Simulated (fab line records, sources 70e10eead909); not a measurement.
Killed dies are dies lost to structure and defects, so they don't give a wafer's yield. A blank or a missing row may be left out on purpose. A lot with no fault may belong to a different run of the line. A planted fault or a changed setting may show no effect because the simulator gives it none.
Which tool is to blame? | flow nand harc | 13 lots with 39 wafers sampled at 4 steps, on a route of 1302 steps

WHAT EACH GAUGE READ, for each wafer
No reading from a measuring or inspecting step in the record can be judged against a usual standard deviation.

WHICH TOOL RAN EACH LOT (tool, then ch and the chambers of the sampled wafers, then the start)
lot  | NHARC_THIN_TSV_STRIP_45              | NHARC_THIN_TSV_PRE_CLEAN_50             | NHARC_THIN_TSV_PVD_19                   | NHARC_THIN_TSV_ETCH_59
L364 | plasma asher-01 ch 0,1, day 24 18:20 | pvd sputter-03, day 24 23:32 or earlier | pvd sputter-03, day 24 23:32 or earlier | rie metal-03 ch 0,1, day 24 23:32
L365 | plasma asher-02 ch 0,1, day 24 23:53 | pvd sputter-01, day 25 05:23 or earlier | pvd sputter-01, day 25 05:23 or earlier | rie metal-02 ch 0,1, day 25 05:23
L366 | plasma asher-02 ch 0,1, day 25 01:25 | pvd sputter-02, day 25 07:04 or earlier | pvd sputter-02, day 25 07:04 or earlier | rie metal-03 ch 0,1, day 25 07:04
L367 | plasma asher-01 ch 0,1, day 25 16:06 | pvd sputter-02, day 25 21:14 or earlier | pvd sputter-02, day 25 21:14 or earlier | rie metal-02 ch 0,1, day 25 21:14
L368 | plasma asher-01 ch 0,1, day 26 09:44 | pvd sputter-02, day 26 14:56 or earlier | pvd sputter-02, day 26 14:56 or earlier | rie metal-03 ch 0,1, day 26 14:56
L370 | plasma asher-01 ch 0,1, day 27 00:04 | pvd sputter-01, day 27 05:16 or earlier | pvd sputter-01, day 27 05:16 or earlier | rie metal-03 ch 0,1, day 27 05:16
L369 | plasma asher-01 ch 0,1, day 27 01:10 | pvd sputter-03, day 27 06:24 or earlier | pvd sputter-03, day 27 06:24 or earlier | rie metal-01 ch 0,1, day 27 06:24
L372 | plasma asher-01 ch 0,1, day 27 21:43 | pvd sputter-01, day 28 02:50 or earlier | pvd sputter-01, day 28 02:50 or earlier | rie metal-03 ch 0,1, day 28 02:50
L374 | plasma asher-01 ch 0,1, day 28 22:08 | pvd sputter-03, day 29 03:15 or earlier | pvd sputter-03, day 29 03:15 or earlier | rie metal-03 ch 0,1, day 29 03:15
L375 | plasma asher-01 ch 0, day 29 18:34   | pvd sputter-02, day 29 23:40 or earlier | pvd sputter-02, day 29 23:40 or earlier | rie metal-01 ch 0,1, day 29 23:40
L380 | plasma asher-02 ch 0,1, day 31 12:31 | pvd sputter-02, day 31 17:43 or earlier | pvd sputter-02, day 31 17:43 or earlier | rie metal-02 ch 0,1, day 31 17:43
L382 | plasma asher-02 ch 0,1, day 31 13:46 | pvd sputter-02, day 31 18:58 or earlier | pvd sputter-02, day 31 18:58 or earlier | rie metal-01 ch 0,1, day 31 18:58
L384 | plasma asher-02 ch 0,1, day 32 21:07 | pvd sputter-02, day 33 02:28 or earlier | pvd sputter-02, day 33 02:28 or earlier | rie metal-01 ch 0,1, day 33 02:28
- NHARC_THIN_TSV_STRIP_45: strips in O2.
- NHARC_THIN_TSV_PRE_CLEAN_50: time 30 s.
- NHARC_THIN_TSV_PVD_19: deposits TaN, target thk 20 nm.
- NHARC_THIN_TSV_ETCH_59: etches the open film in Cl2/BCl3, target depth 880 nm, time 138.1 s.

WHAT THE TOOLS THEMSELVES READ (means of the sampled wafers that have a number; where no wafer has one, the mark that the record gives instead)
NHARC_THIN_TSV_STRIP_45. Usual: drypump motor current A 5.7 A, standard deviation 0.37; heater power w 336 W, standard deviation 41.
lot  | tool            | drypump motor current A (A) | heater power w (W) | flag
L364 | plasma asher-01 | 5.6                         | 385                |
L365 | plasma asher-02 | 5.8                         | 306                |
L366 | plasma asher-02 | 5.5                         | 298                |
L367 | plasma asher-01 | 5.6                         | 389                |
L368 | plasma asher-01 | 5.6                         | 382                |
L370 | plasma asher-01 | 5.8                         | 362                |
L369 | plasma asher-01 | 5.9                         | 364                |
L372 | plasma asher-01 | 5.6                         | 388                |
L374 | plasma asher-01 | 5.6                         | 386                |
L375 | plasma asher-01 | 5.3                         | 398                |
L380 | plasma asher-02 | 5.8                         | 308                |
L382 | plasma asher-02 | 5.5                         | 296                |
L384 | plasma asher-02 | 5.7                         | 306                |

NHARC_THIN_TSV_PRE_CLEAN_50. Usual: heater power w at 425 W, with a standard deviation of 37.
lot  | tool           | heater power w (W) | flag
L364 | pvd sputter-03 | 409                |
L365 | pvd sputter-01 | 419                |
L366 | pvd sputter-02 | 417                |
L367 | pvd sputter-02 | 424                |
L368 | pvd sputter-02 | 437                |
L370 | pvd sputter-01 | 408                |
L369 | pvd sputter-03 | 424                |
L372 | pvd sputter-01 | 418                |
L374 | pvd sputter-03 | 429                |
L375 | pvd sputter-02 | 461                |
L380 | pvd sputter-02 | 413                |
L382 | pvd sputter-02 | 426                |
L384 | pvd sputter-02 | 420                |

NHARC_THIN_TSV_PVD_19. Usual: throttle valve pct at 30.2 %, with a standard deviation of 0.86.
lot  | tool           | throttle valve pct (%) | flag
L364 | pvd sputter-03 | 29.7                   |
L365 | pvd sputter-01 | 30.5                   |
L366 | pvd sputter-02 | 29.8                   |
L367 | pvd sputter-02 | 30.1                   |
L368 | pvd sputter-02 | 30.2                   |
L370 | pvd sputter-01 | 30.8                   |
L369 | pvd sputter-03 | 29.9                   |
L372 | pvd sputter-01 | 30.5                   |
L374 | pvd sputter-03 | 29.5                   |
L375 | pvd sputter-02 | 30.5                   |
L380 | pvd sputter-02 | 30.3                   |
L382 | pvd sputter-02 | 29.6                   |
L384 | pvd sputter-02 | 29.7                   |

NHARC_THIN_TSV_ETCH_59. Usual: drypump motor current A 5.7 A, standard deviation 0.35; oes product au 0.998 a.u., standard deviation 0.011; throttle valve pct 22.265 %, standard deviation 0.0088.
lot  | tool         | drypump motor current A (A) | oes product au (a.u.) | throttle valve pct (%) | flag
L364 | rie metal-03 | 5.6                         | 1.008                 | 22.261                 |
L365 | rie metal-02 | 5.4                         | 1.003                 | 22.267                 |
L366 | rie metal-03 | 5.6                         | 1.002                 | 22.268                 |
L367 | rie metal-02 | 5.4                         | 1.010                 | 22.264                 |
L368 | rie metal-03 | 5.6                         | 1.011                 | 22.265                 |
L370 | rie metal-03 | 5.6                         | 0.999                 | 22.264                 |
L369 | rie metal-01 | 6.0                         | 0.991                 | 22.272                 |
L372 | rie metal-03 | 5.6                         | 1.003                 | 22.271                 |
L374 | rie metal-03 | 5.6                         | 1.002                 | 22.267                 |
L375 | rie metal-01 | 6.0                         | 1.000                 | 22.270                 |
L380 | rie metal-02 | 5.4                         | 0.991                 | 22.266                 |
L382 | rie metal-01 | 6.0                         | 0.992                 | 22.267                 |
L384 | rie metal-01 | 6.0                         | 0.997                 | 22.263                 |

THE ANSWER, worked out from the rows above alone
Rule: a lot is off if the mean of its wafers that have a number lies more than 3 standard deviations from the usual mean. A lot without any number at a reading at which 4 lots or more have one is off too. All remaining lots with rows at the step are treated as sound. First the gauges in route order, then the tools' own readings, where a lot's mean is used as printed above. The first step at which some lot is off is used, and at that step the reading that is off furthest; a lot without a number counts as furthest.
None of the lots is off at any reading shown; this tells nothing.

WHAT THE SIMULATOR HAD INSERTED
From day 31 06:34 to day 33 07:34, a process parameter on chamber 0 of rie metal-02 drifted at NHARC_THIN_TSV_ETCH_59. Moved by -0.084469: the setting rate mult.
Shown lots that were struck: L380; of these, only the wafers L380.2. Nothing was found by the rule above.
